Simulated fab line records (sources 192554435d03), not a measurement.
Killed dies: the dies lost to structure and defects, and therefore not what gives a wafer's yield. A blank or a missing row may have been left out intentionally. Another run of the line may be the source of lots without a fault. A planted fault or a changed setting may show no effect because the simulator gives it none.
Chamber matching / flow n5-finfet / 4 sister chambers for N5_BEOL_M8_ETCH_65 on rie-diel-03
The step etches SiARC in CF4, target depth 15.6 nm, time 26 s. 22 wafers are shown with their chamber, then 11 later ones without.

## WAFERS, EACH WITH ITS CHAMBER
wafer=L074.2; chamber=0; showerhead-plenum-p-Torr (Torr)=2.10; throttle-valve-pct (%)=15.07; oes-product-au (a.u.)=0.83
wafer=L074.3; chamber=2; showerhead-plenum-p-Torr (Torr)=2.03; throttle-valve-pct (%)=15.56; oes-product-au (a.u.)=0.61
wafer=L074.6; chamber=1; showerhead-plenum-p-Torr (Torr)=2.20; throttle-valve-pct (%)=15.60; oes-product-au (a.u.)=0.61
wafer=L076.1; chamber=1; showerhead-plenum-p-Torr (Torr)=2.20; throttle-valve-pct (%)=15.62; oes-product-au (a.u.)=0.60
wafer=L076.3; chamber=2; showerhead-plenum-p-Torr (Torr)=2.03; throttle-valve-pct (%)=15.58; oes-product-au (a.u.)=0.61
wafer=L076.4; chamber=0; showerhead-plenum-p-Torr (Torr)=2.10; throttle-valve-pct (%)=15.06; oes-product-au (a.u.)=0.82
wafer=L079.2; chamber=0; showerhead-plenum-p-Torr (Torr)=2.10; throttle-valve-pct (%)=15.08; oes-product-au (a.u.)=0.80
wafer=L079.4; chamber=2; showerhead-plenum-p-Torr (Torr)=2.03; throttle-valve-pct (%)=15.60; oes-product-au (a.u.)=0.61
wafer=L079.5; chamber=1; showerhead-plenum-p-Torr (Torr)=2.20; throttle-valve-pct (%)=15.61; oes-product-au (a.u.)=0.60
wafer=L081.2; chamber=1; showerhead-plenum-p-Torr (Torr)=2.20; throttle-valve-pct (%)=15.63; oes-product-au (a.u.)=0.60
wafer=L081.3; chamber=0; showerhead-plenum-p-Torr (Torr)=2.10; throttle-valve-pct (%)=15.08; oes-product-au (a.u.)=0.79
wafer=L081.6; chamber=1; showerhead-plenum-p-Torr (Torr)=2.20; throttle-valve-pct (%)=15.63; oes-product-au (a.u.)=0.60
wafer=L083.3; chamber=2; showerhead-plenum-p-Torr (Torr)=2.02; throttle-valve-pct (%)=15.61; oes-product-au (a.u.)=0.59
wafer=L083.5; chamber=3; showerhead-plenum-p-Torr (Torr)=2.11; throttle-valve-pct (%)=15.47; oes-product-au (a.u.)=0.82
wafer=L083.6; chamber=0; showerhead-plenum-p-Torr (Torr)=2.10; throttle-valve-pct (%)=15.11; oes-product-au (a.u.)=0.76
wafer=L086.1; chamber=0; showerhead-plenum-p-Torr (Torr)=2.10; throttle-valve-pct (%)=15.12; oes-product-au (a.u.)=0.76
wafer=L086.3; chamber=1; showerhead-plenum-p-Torr (Torr)=2.19; throttle-valve-pct (%)=15.66; oes-product-au (a.u.)=0.59
wafer=L086.5; chamber=3; showerhead-plenum-p-Torr (Torr)=2.11; throttle-valve-pct (%)=15.49; oes-product-au (a.u.)=0.80
wafer=L088.1; chamber=0; showerhead-plenum-p-Torr (Torr)=2.09; throttle-valve-pct (%)=15.14; oes-product-au (a.u.)=0.75
wafer=L088.2; chamber=3; showerhead-plenum-p-Torr (Torr)=2.11; throttle-valve-pct (%)=15.50; oes-product-au (a.u.)=0.79
wafer=L088.4; chamber=1; showerhead-plenum-p-Torr (Torr)=2.19; throttle-valve-pct (%)=15.67; oes-product-au (a.u.)=0.59
wafer=L089.1; chamber=1; showerhead-plenum-p-Torr (Torr)=2.19; throttle-valve-pct (%)=15.67; oes-product-au (a.u.)=0.59

SIGNATURES (averages over the wafers above)
reading=showerhead-plenum-p-Torr; chamber 0=2.0986; chamber 1=2.1963; chamber 2=2.0275; chamber 3=2.1100; scatter within a chamber=0.0044
reading=throttle-valve-pct; chamber 0=15.0943; chamber 1=15.6363; chamber 2=15.5875; chamber 3=15.4867; scatter within a chamber=0.0261
reading=oes-product-au; chamber 0=0.7871; chamber 1=0.5975; chamber 2=0.6050; chamber 3=0.8033; scatter within a chamber=0.0198
Rule: distance of a wafer from a chamber = root of the sum over the readings of ((wafer's reading minus chamber's mean) / reading's scatter) squared. The wafer belongs to the nearest chamber; if the next one is less than 2 further off, it can't be placed. The scatter is the square root of a quotient: the sum, over the shown wafers, of each reading's squared deviation from its chamber's mean, divided by wafers minus chambers.

## WAFERS WITHOUT THEIR CHAMBER
wafer=L089.5; showerhead-plenum-p-Torr (Torr)=2.11; throttle-valve-pct (%)=15.48; oes-product-au (a.u.)=0.79
wafer=L089.6; showerhead-plenum-p-Torr (Torr)=2.02; throttle-valve-pct (%)=15.64; oes-product-au (a.u.)=0.59
wafer=L093.2; showerhead-plenum-p-Torr (Torr)=2.10; throttle-valve-pct (%)=15.50; oes-product-au (a.u.)=0.77
wafer=L093.3; showerhead-plenum-p-Torr (Torr)=2.09; throttle-valve-pct (%)=15.14; oes-product-au (a.u.)=0.74
wafer=L093.4; showerhead-plenum-p-Torr (Torr)=2.10; throttle-valve-pct (%)=15.51; oes-product-au (a.u.)=0.77
wafer=L096.1; showerhead-plenum-p-Torr (Torr)=2.19; throttle-valve-pct (%)=15.21; oes-product-au (a.u.)=0.80
wafer=L096.5; showerhead-plenum-p-Torr (Torr)=2.27; throttle-valve-pct (%)=15.16; oes-product-au (a.u.)=0.86
wafer=L096.6; showerhead-plenum-p-Torr (Torr)=2.10; throttle-valve-pct (%)=15.55; oes-product-au (a.u.)=0.74
wafer=L097.1; showerhead-plenum-p-Torr (Torr)=2.27; throttle-valve-pct (%)=15.16; oes-product-au (a.u.)=0.86
wafer=L097.3; showerhead-plenum-p-Torr (Torr)=2.10; throttle-valve-pct (%)=15.57; oes-product-au (a.u.)=0.74
wafer=L097.5; showerhead-plenum-p-Torr (Torr)=2.09; throttle-valve-pct (%)=15.19; oes-product-au (a.u.)=0.72

## EACH ONE'S CHAMBER
wafer=L089.5; from the rows above=3; in truth=3
wafer=L089.6; from the rows above=2; in truth=2
wafer=L093.2; from the rows above=3; in truth=3
wafer=L093.3; from the rows above=0; in truth=0
wafer=L093.4; from the rows above=3; in truth=3
wafer=L096.1; from the rows above=can't be placed: 1 or 3 or 0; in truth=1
wafer=L096.5; from the rows above=1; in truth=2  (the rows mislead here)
wafer=L096.6; from the rows above=3; in truth=3
wafer=L097.1; from the rows above=1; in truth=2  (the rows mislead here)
wafer=L097.3; from the rows above=3; in truth=3
wafer=L097.5; from the rows above=0; in truth=0
8 of 11 placed correctly. Not placeable from these rows: 1 (in 1, the candidates include the true chamber). Wrongly placed: 2.
